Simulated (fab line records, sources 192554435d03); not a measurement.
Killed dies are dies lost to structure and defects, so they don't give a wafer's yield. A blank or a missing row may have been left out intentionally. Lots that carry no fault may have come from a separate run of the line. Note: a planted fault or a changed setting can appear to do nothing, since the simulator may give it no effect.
Which tool is to blame? + flow n5 finfet + Sampling: 9 lots, 27 wafers, 3 of 1938 route steps

== WHAT EACH GAUGE READ, for each wafer ==
N5_MIM_BOT_LITHO_INSPECT_12: inspects for defects (macro).
| lot  | measured     | on                | raw defect count |
|------|--------------|-------------------|------------------|
| L927 | day 11 02:53 | defect inspect-01 | 0 2 1            |
| L933 | day 12 11:27 | defect inspect-02 | 1 1 2            |
| L934 | day 13 02:17 | defect inspect-01 | 1 2 3            |
| L935 | day 13 17:34 | defect inspect-01 | 1 2 1            |
| L941 | day 15 05:30 | defect inspect-01 | 0 2 1            |
| L940 | day 15 05:40 | defect inspect-02 | >300 >300 >300   |
| L942 | day 15 10:22 | defect inspect-02 | >300 >300 >300   |
| L943 | day 15 22:50 | defect inspect-02 | 1 3 1            |
| L947 | day 16 17:50 | defect inspect-02 | 4 1 4            |

== TOOL THAT RAN EACH LOT (tool first, then ch and the chambers of the sampled wafers, then the start) ==
| lot  | N5_MIM_TOP_LITHO_DESCUM_10         | N5_MIM_TOP_ETCH_ETCH_00           |
|------|------------------------------------|-----------------------------------|
| L927 | rie diel-01 ch 0,1,3, day 11 02:03 | rie metal-02 ch 0,1, day 11 02:08 |
| L933 | rie diel-03 ch 2,3, day 12 10:44   | rie metal-01 ch 0,1, day 12 10:50 |
| L934 | rie diel-03 ch 1,2,3, day 13 01:25 | rie metal-02 ch 0,1, day 13 01:30 |
| L935 | rie diel-05 ch 0,2,3, day 13 16:40 | rie metal-01 ch 0,1, day 13 16:46 |
| L941 | rie diel-03 ch 0,1,3, day 15 04:41 | rie metal-03 ch 0,1, day 15 04:46 |
| L940 | rie diel-01 ch 0,1,2, day 15 04:51 | rie metal-01 ch 0,1, day 15 04:56 |
| L942 | rie diel-05 ch 0,1,2, day 15 09:32 | rie metal-01 ch 0, day 15 09:38   |
| L943 | rie diel-03 ch 1,2, day 15 22:07   | rie metal-03 ch 0,1, day 15 22:13 |
| L947 | rie diel-03 ch 0,1,3, day 16 16:59 | rie metal-03 ch 0,1, day 16 17:05 |
- N5_MIM_TOP_LITHO_DESCUM_10: chemistry O2, time 7.9 s.
- N5_MIM_TOP_ETCH_ETCH_00: etches TiN in Cl2/BCl3, target depth 38.5 nm.

== WHAT THE TOOLS THEMSELVES READ (means of the sampled wafers that have a number; where no wafer has one, the mark that the record gives instead) ==
N5_MIM_TOP_LITHO_DESCUM_10.
| lot  | tool        | drypump motor current A (A) | oes product au (a.u.) | rf vpp V (V) | showerhead plenum p Torr (Torr) | throttle valve pct (%) |
|------|-------------|-----------------------------|-----------------------|--------------|---------------------------------|------------------------|
| L927 | rie diel-01 | 5.5                         | 0.82                  | 242.7        | 2.03                            | 20.35                  |
| L933 | rie diel-03 | 5.3                         | 0.69                  | 243.1        | 2.11                            | 20.49                  |
| L934 | rie diel-03 | 5.8                         | 0.73                  | 243.6        | 2.15                            | 20.56                  |
| L935 | rie diel-05 | 5.5                         | 0.80                  | 243.0        | 2.06                            | 20.20                  |
| L941 | rie diel-03 | 5.4                         | 0.81                  | 243.9        | 2.13                            | 20.58                  |
| L940 | rie diel-01 | 5.8                         | 0.75                  | 241.7        | 1.99                            | 20.48                  |
| L942 | rie diel-05 | 5.4                         | 0.77                  | 242.1        | 2.06                            | 20.27                  |
| L943 | rie diel-03 | 6.1                         | 0.89                  | 244.8        | 2.17                            | 20.28                  |
| L947 | rie diel-03 | 5.4                         | 0.89                  | 243.2        | 2.13                            | 20.45                  |

N5_MIM_TOP_ETCH_ETCH_00.
| lot  | tool         | drypump motor current A (A) | oes product au (a.u.) | throttle valve pct (%) |
|------|--------------|-----------------------------|-----------------------|------------------------|
| L927 | rie metal-02 | 5.7                         | 0.66                  | 23.0                   |
| L933 | rie metal-01 | 5.8                         | 0.82                  | 22.6                   |
| L934 | rie metal-02 | 5.6                         | 0.65                  | 23.2                   |
| L935 | rie metal-01 | 5.9                         | 0.82                  | 22.4                   |
| L941 | rie metal-03 | 5.5                         | 0.87                  | 22.9                   |
| L940 | rie metal-01 | 5.8                         | 0.81                  | 22.6                   |
| L942 | rie metal-01 | 5.7                         | 0.82                  | 22.7                   |
| L943 | rie metal-03 | 5.5                         | 0.86                  | 22.9                   |
| L947 | rie metal-03 | 5.1                         | 0.86                  | 22.9                   |

== THE ANSWER, worked out from the rows above alone ==
Rule: the lots themselves supply what counts as usual. Put in order of their means at a reading, lots are off if they are a third of the lots or fewer, leave a main group of 4 or more, and stand apart from it by a gap of 3 or more times the standard deviation of the main group's means; of several such gaps the widest counts. A main group is skipped when, at the precision printed for the reading in the tables above, its means are all equal. A lot without any number at a reading at which 4 lots or more have one is off too. Where the step has rows for the other lots, those lots are counted as sound. After the gauges, taken in route order, come the tools' own readings; for these a lot's mean is taken, as printed above. The first step at which some lot is off is used, and at that step the reading that is off furthest; a lot without a number counts as furthest.
Off: L940, L942, at N5_MIM_BOT_LITHO_INSPECT_12 (raw defect count). Without a number there: L940, L942. Main group: mean 1.6, sd 0.65.
A tool fits if, at a process step before that reading, it ran every lot that is off, and no sound lot after the first of them. Those tools and the gauges at N5_MIM_BOT_LITHO_INSPECT_12 are tried in the same way. One fits: N5_MIM_TOP_ETCH_ETCH_00 on rie metal-01. Its last sound lot is L935 (day 13 16:46), its first lot that is off L940 (day 15 04:56): a fault that began between those two fits.

== WHAT WAS PUT IN BY THE SIMULATOR ==
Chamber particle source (rie metal-01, N5_MIM_TOP_ETCH_ETCH_00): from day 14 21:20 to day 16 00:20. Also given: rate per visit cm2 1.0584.
Shown lots that were struck: L940, L942. The rule above found the same.
